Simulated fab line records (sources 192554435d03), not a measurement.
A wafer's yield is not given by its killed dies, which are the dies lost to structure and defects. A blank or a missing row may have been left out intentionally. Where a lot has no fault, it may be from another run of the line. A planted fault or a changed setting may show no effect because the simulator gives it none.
Which tool was responsible?    flow n5 finfet    24 lots with 72 wafers sampled at 5 steps, on a route of 1938 steps

## WHAT EACH GAUGE READ, for each wafer
N5_BEOL_M14_CD_MEAS_17: the cd target is 250 nm.
lot   measured      on         cd nm (nm)
L074  day 10 14:55  cd sem-01  251.5 249.7 253.3
L075  day 11 01:57  cd sem-02  246.7 248.2 248.7
L077  day 11 07:00  cd sem-01  248.6 249.6 249.0
L078  day 11 18:58  cd sem-01  252.0 246.9 248.5
L076  day 11 19:29  cd sem-01  254.4 254.0 252.1
L080  day 12 00:35  cd sem-01  247.1 247.1 248.9
L079  day 12 07:47  cd sem-02  247.7 246.8 248.1
L082  day 12 22:53  cd sem-02  250.3 246.1 247.6
L081  day 13 00:02  cd sem-03  245.0 243.8 246.9
L083  day 13 07:14  cd sem-02  246.5 243.0 247.2
L084  day 13 07:35  cd sem-01  248.7 246.7 249.6
L086  day 13 14:09  cd sem-02  253.2 253.8 253.9
L085  day 13 17:33  cd sem-03  245.9 242.9 245.8
L089  day 14 06:06  cd sem-01  249.9 249.9 251.7
L087  day 14 07:17  cd sem-01  251.7 248.0 249.3
L088  day 14 18:24  cd sem-01  248.3 246.1 248.5
L091  day 15 02:11  cd sem-03  242.4 246.5 247.3
L090  day 15 04:44  cd sem-01  250.1 249.6 247.9
L092  day 15 16:37  cd sem-01  247.1 247.3 246.9
L094  day 15 23:02  cd sem-01  247.0 246.7 248.3
L093  day 16 01:13  cd sem-01  246.2 244.7 244.4
L095  day 16 13:55  cd sem-03  249.4 250.7 249.4
L096  day 16 19:26  cd sem-01  253.6 252.1 253.5
L097  day 16 22:36  cd sem-01  252.0 252.0 252.4

N5_BEOL_M15_CD_MEAS_10: the cd target is 360 nm.
lot   measured      on         cd nm (nm)
L074  day 10 20:22  cd sem-03  360.9 362.0 363.3
L075  day 11 09:16  cd sem-01  364.2 364.5 364.4
L077  day 11 11:07  cd sem-02  363.6 364.0 363.2
L078  day 11 23:39  cd sem-02  363.8 360.3 361.7
L076  day 12 00:05  cd sem-01  360.8 360.6 359.6
L080  day 12 05:20  cd sem-02  364.2 363.9 364.3
L079  day 12 12:14  cd sem-01  367.5 362.5 364.0
L082  day 13 07:19  cd sem-03  367.5 363.8 362.3
L081  day 13 07:41  cd sem-02  361.8 358.5 359.9
L083  day 13 13:02  cd sem-02  363.5 361.9 364.0
L084  day 13 13:52  cd sem-03  363.6 368.4 363.2
L086  day 13 18:16  cd sem-02  359.5 359.6 358.0
L085  day 13 20:56  cd sem-02  362.6 362.8 360.0
L089  day 14 11:47  cd sem-01  360.7 362.9 365.5
L087  day 14 12:24  cd sem-01  360.6 360.5 360.6
L088  day 14 22:55  cd sem-03  361.1 359.9 359.1
L091  day 15 05:59  cd sem-03  362.7 363.1 363.4
L090  day 15 10:02  cd sem-01  368.0 361.3 364.3
L092  day 16 00:29  cd sem-03  362.1 361.4 363.3
L094  day 16 04:45  cd sem-01  362.3 361.1 359.0
L093  day 16 05:13  cd sem-01  360.2 359.5 362.7
L095  day 16 19:18  cd sem-03  364.3 365.2 363.6
L096  day 16 23:46  cd sem-01  364.4 363.1 363.0
L097  day 17 03:07  cd sem-02  360.4 359.1 361.6

## WHICH TOOL RAN EACH LOT (tool, then ch and the chambers of the sampled wafers, then the start)
lot   N5_BEOL_M14_ETCH_38                            N5_BEOL_M14_SPUTTER_45        N5_BEOL_M15_ILD_DEP_00
L074  rie diel-05 ch 0,2,3, day 10 18:10 or earlier  pvd sputter-02, day 10 18:10  pecvd-03 ch 1,2, day 10 19:41
L075  rie diel-04 ch 0,1,2, day 11 07:35 or earlier  pvd sputter-01, day 11 07:35  pecvd-04 ch 0,1, day 11 08:43
L077  rie diel-04 ch 0,1,3, day 11 08:52 or earlier  pvd sputter-01, day 11 08:52  pecvd-02 ch 1,2, day 11 10:34
L078  rie diel-05 ch 0,2,3, day 11 21:53 or earlier  pvd sputter-02, day 11 21:53  pecvd-04 ch 0,1, day 11 22:58
L076  rie diel-04 ch 0,3, day 11 22:19 or earlier    pvd sputter-03, day 11 22:19  pecvd-02 ch 0,1,2, day 11 23:31
L080  rie diel-05 ch 0,2,3, day 12 03:11 or earlier  pvd sputter-01, day 12 03:11  pecvd-04 ch 0,1,2, day 12 04:47
L079  rie diel-05 ch 0,2,3, day 12 10:07 or earlier  pvd sputter-03, day 12 10:07  pecvd-02 ch 0,2, day 12 11:33
L082  rie diel-04 ch 0,1, day 13 05:32 or earlier    pvd sputter-03, day 13 05:32  pecvd-03 ch 1,2, day 13 06:38
L081  rie diel-04 ch 0,1,3, day 13 06:02 or earlier  pvd sputter-01, day 13 06:02  pecvd-03 ch 0,2, day 13 07:08
L083  rie diel-05 ch 0,1,2, day 13 11:07 or earlier  pvd sputter-01, day 13 11:07  pecvd-03 ch 0,1,2, day 13 12:22
L084  rie diel-04 ch 1,2, day 13 11:53 or earlier    pvd sputter-03, day 13 11:53  pecvd-04 ch 0,2, day 13 13:11
L086  rie diel-05 ch 1,3, day 13 16:28 or earlier    pvd sputter-02, day 13 16:28  pecvd-04 ch 0,1, day 13 17:37
L085  rie diel-04 ch 0,1,2, day 13 19:17 or earlier  pvd sputter-02, day 13 19:17  pecvd-02 ch 0,1, day 13 20:22
L089  rie diel-01 ch 0,2,3, day 14 10:08 or earlier  pvd sputter-03, day 14 10:08  pecvd-04 ch 0,1,2, day 14 11:14
L087  rie diel-04 ch 0,1,3, day 14 10:25 or earlier  pvd sputter-01, day 14 10:25  pecvd-03 ch 1,2, day 14 11:46
L088  rie diel-01 ch 0,2,3, day 14 20:29 or earlier  pvd sputter-02, day 14 20:29  pecvd-04 ch 0,1, day 14 22:14
L091  rie diel-04 ch 0,1,3, day 15 04:07 or earlier  pvd sputter-03, day 15 04:07  pecvd-03 ch 0,1,2, day 15 05:25
L090  rie diel-04 ch 0,1,2, day 15 08:14 or earlier  pvd sputter-02, day 15 08:14  pecvd-02 ch 0,1,2, day 15 09:22
L092  rie diel-01 ch 1,2, day 15 22:07 or earlier    pvd sputter-01, day 15 22:07  pecvd-02 ch 1,2, day 15 23:48
L094  rie diel-05 ch 1,2, day 16 02:25 or earlier    pvd sputter-03, day 16 02:25  pecvd-04 ch 0,2, day 16 04:04
L093  rie diel-01 ch 0,1, day 16 03:01 or earlier    pvd sputter-03, day 16 03:01  pecvd-03 ch 1,2, day 16 04:40
L095  rie diel-05 ch 0,1,2, day 16 17:32 or earlier  pvd sputter-02, day 16 17:32  pecvd-03 ch 0,1,2, day 16 18:37
L096  rie diel-05 ch 0,2, day 16 22:05 or earlier    pvd sputter-03, day 16 22:05  pecvd-03 ch 0,1,2, day 16 23:13
L097  rie diel-05 ch 0,1,3, day 17 01:20 or earlier  pvd sputter-02, day 17 01:20  pecvd-03 ch 0,2, day 17 02:26
- N5_BEOL_M14_ETCH_38: etches SiCN in CF4/N2, target depth 106.5 nm, time 120.6 s.
- N5_BEOL_M14_SPUTTER_45: material Cu, target thk 100 nm, time 16.67 s.
- N5_BEOL_M15_ILD_DEP_00: deposits SiO2 from TEOS/O2, target thk 1629.3 nm, time 346.1 s.

## AS READ BY THE TOOLS THEMSELVES (means over the sampled wafers that have a number; for cases with no such wafer, the mark the record gives instead)
N5_BEOL_M14_ETCH_38.
lot   tool         drypump motor current A (A)  mfc ar sccm (sccm)  oes product au (a.u.)  rf vpp V (V)  showerhead plenum p Torr (Torr)  throttle valve pct (%)
L074  rie diel-05  5.4                          99.79               0.81                   380.8         2.16                             15.24
L075  rie diel-04  5.4                          99.82               0.85                   382.2         2.20                             15.29
L077  rie diel-04  5.2                          100.15              0.84                   383.0         2.26                             15.46
L078  rie diel-05  5.4                          100.16              0.79                   381.9         2.16                             15.26
L076  rie diel-04  5.0                          100.33              0.76                   384.0         2.24                             15.73
L080  rie diel-05  5.3                          99.94               0.79                   380.7         2.15                             15.25
L079  rie diel-05  5.3                          99.65               0.79                   381.9         2.15                             15.26
L082  rie diel-04  5.4                          99.81               0.87                   384.0         2.27                             15.24
L081  rie diel-04  5.2                          99.73               0.80                   383.7         2.25                             15.49
L083  rie diel-05  5.9                          99.97               0.78                   380.8         2.16                             15.28
L084  rie diel-04  5.3                          100.26              0.74                   382.4         2.17                             15.29
L086  rie diel-05  5.9                          99.96               0.70                   380.0         2.11                             15.62
L085  rie diel-04  5.3                          99.88               0.81                   381.9         2.19                             15.33
L089  rie diel-01  5.3                          100.04              0.85                   380.6         2.15                             15.18
L087  rie diel-04  5.2                          100.00              0.90                   382.8         2.25                             15.34
L088  rie diel-01  5.4                          100.17              0.85                   380.4         2.15                             15.19
L091  rie diel-04  5.2                          99.96               0.87                   383.7         2.25                             15.35
L090  rie diel-04  5.4                          99.95               0.89                   383.9         2.28                             15.17
L092  rie diel-01  5.2                          99.62               0.93                   382.6         2.21                             15.19
L094  rie diel-05  5.6                          100.03              0.75                   381.2         2.18                             15.32
L093  rie diel-01  4.8                          100.10              0.87                   381.9         2.18                             15.30
L095  rie diel-05  5.8                          100.25              0.75                   380.6         2.15                             15.33
L096  rie diel-05  5.7                          99.76               0.80                   381.0         2.16                             15.15
L097  rie diel-05  5.8                          100.37              0.84                   382.2         2.20                             15.32

N5_BEOL_M14_SPUTTER_45.
lot   tool            chamber pressure pa (Pa)  throttle valve pct (%)
L074  pvd sputter-02  0.13013                   30.6
L075  pvd sputter-01  0.13001                   30.8
L077  pvd sputter-01  0.12992                   30.5
L078  pvd sputter-02  0.13001                   30.6
L076  pvd sputter-03  0.12990                   29.0
L080  pvd sputter-01  0.13003                   31.2
L079  pvd sputter-03  0.12997                   29.3
L082  pvd sputter-03  0.13023                   29.0
L081  pvd sputter-01  0.13000                   29.7
L083  pvd sputter-01  0.12991                   29.9
L084  pvd sputter-03  0.13003                   30.0
L086  pvd sputter-02  0.12996                   30.8
L085  pvd sputter-02  0.13018                   30.3
L089  pvd sputter-03  0.13027                   29.2
L087  pvd sputter-01  0.13013                   29.8
L088  pvd sputter-02  0.13006                   30.0
L091  pvd sputter-03  0.12986                   29.6
L090  pvd sputter-02  0.12969                   30.7
L092  pvd sputter-01  0.13025                   29.8
L094  pvd sputter-03  0.12982                   29.3
L093  pvd sputter-03  0.12993                   30.0
L095  pvd sputter-02  0.12995                   30.7
L096  pvd sputter-03  0.13005                   29.3
L097  pvd sputter-02  0.13003                   30.5

N5_BEOL_M15_ILD_DEP_00.
lot   tool      heater power w (W)  showerhead plenum p Torr (Torr)  throttle valve pct (%)
L074  pecvd-03  406                 8.352                            18.7
L075  pecvd-04  448                 8.304                            18.3
L077  pecvd-02  630                 8.347                            19.3
L078  pecvd-04  588                 8.324                            18.0
L076  pecvd-02  529                 8.336                            19.9
L080  pecvd-04  596                 8.340                            18.3
L079  pecvd-02  556                 8.344                            20.0
L082  pecvd-03  428                 8.347                            19.0
L081  pecvd-03  429                 8.363                            18.2
L083  pecvd-03  414                 8.338                            19.2
L084  pecvd-04  625                 8.376                            17.5
L086  pecvd-04  642                 8.331                            18.0
L085  pecvd-02  553                 8.352                            20.6
L089  pecvd-04  580                 8.344                            18.1
L087  pecvd-03  458                 8.330                            19.9
L088  pecvd-04  504                 8.315                            18.5
L091  pecvd-03  375                 8.338                            19.4
L090  pecvd-02  612                 8.344                            20.0
L092  pecvd-02  596                 8.332                            19.3
L094  pecvd-04  643                 8.352                            17.6
L093  pecvd-03  436                 8.336                            20.0
L095  pecvd-03  484                 8.329                            19.4
L096  pecvd-03  430                 8.331                            19.3
L097  pecvd-03  432                 8.356                            18.4

## THE ANSWER, worked out from the rows above alone
Rule: usual is defined by the lots themselves. Put in order of their means at a reading, lots are off if they are a third of the lots or fewer, leave a main group of 4 or more, and stand apart from it by a gap of 3 or more times the standard deviation of the main group's means; of several such gaps the widest counts. A main group is skipped when, at the precision printed for the reading in the tables above, its means are all equal. A lot without any number at a reading at which 4 lots or more have one is off too. The other lots that the step has rows for count as sound. After the gauges, taken in route order, come the tools' own readings; for these a lot's mean is taken, as printed above. At the first step where some lot is off, the reading lying furthest off is the one used; lots without a number count as furthest.
No lot is off on any of the readings shown, so nothing can be concluded from this.

## WHAT THE SIMULATOR HAD PUT IN
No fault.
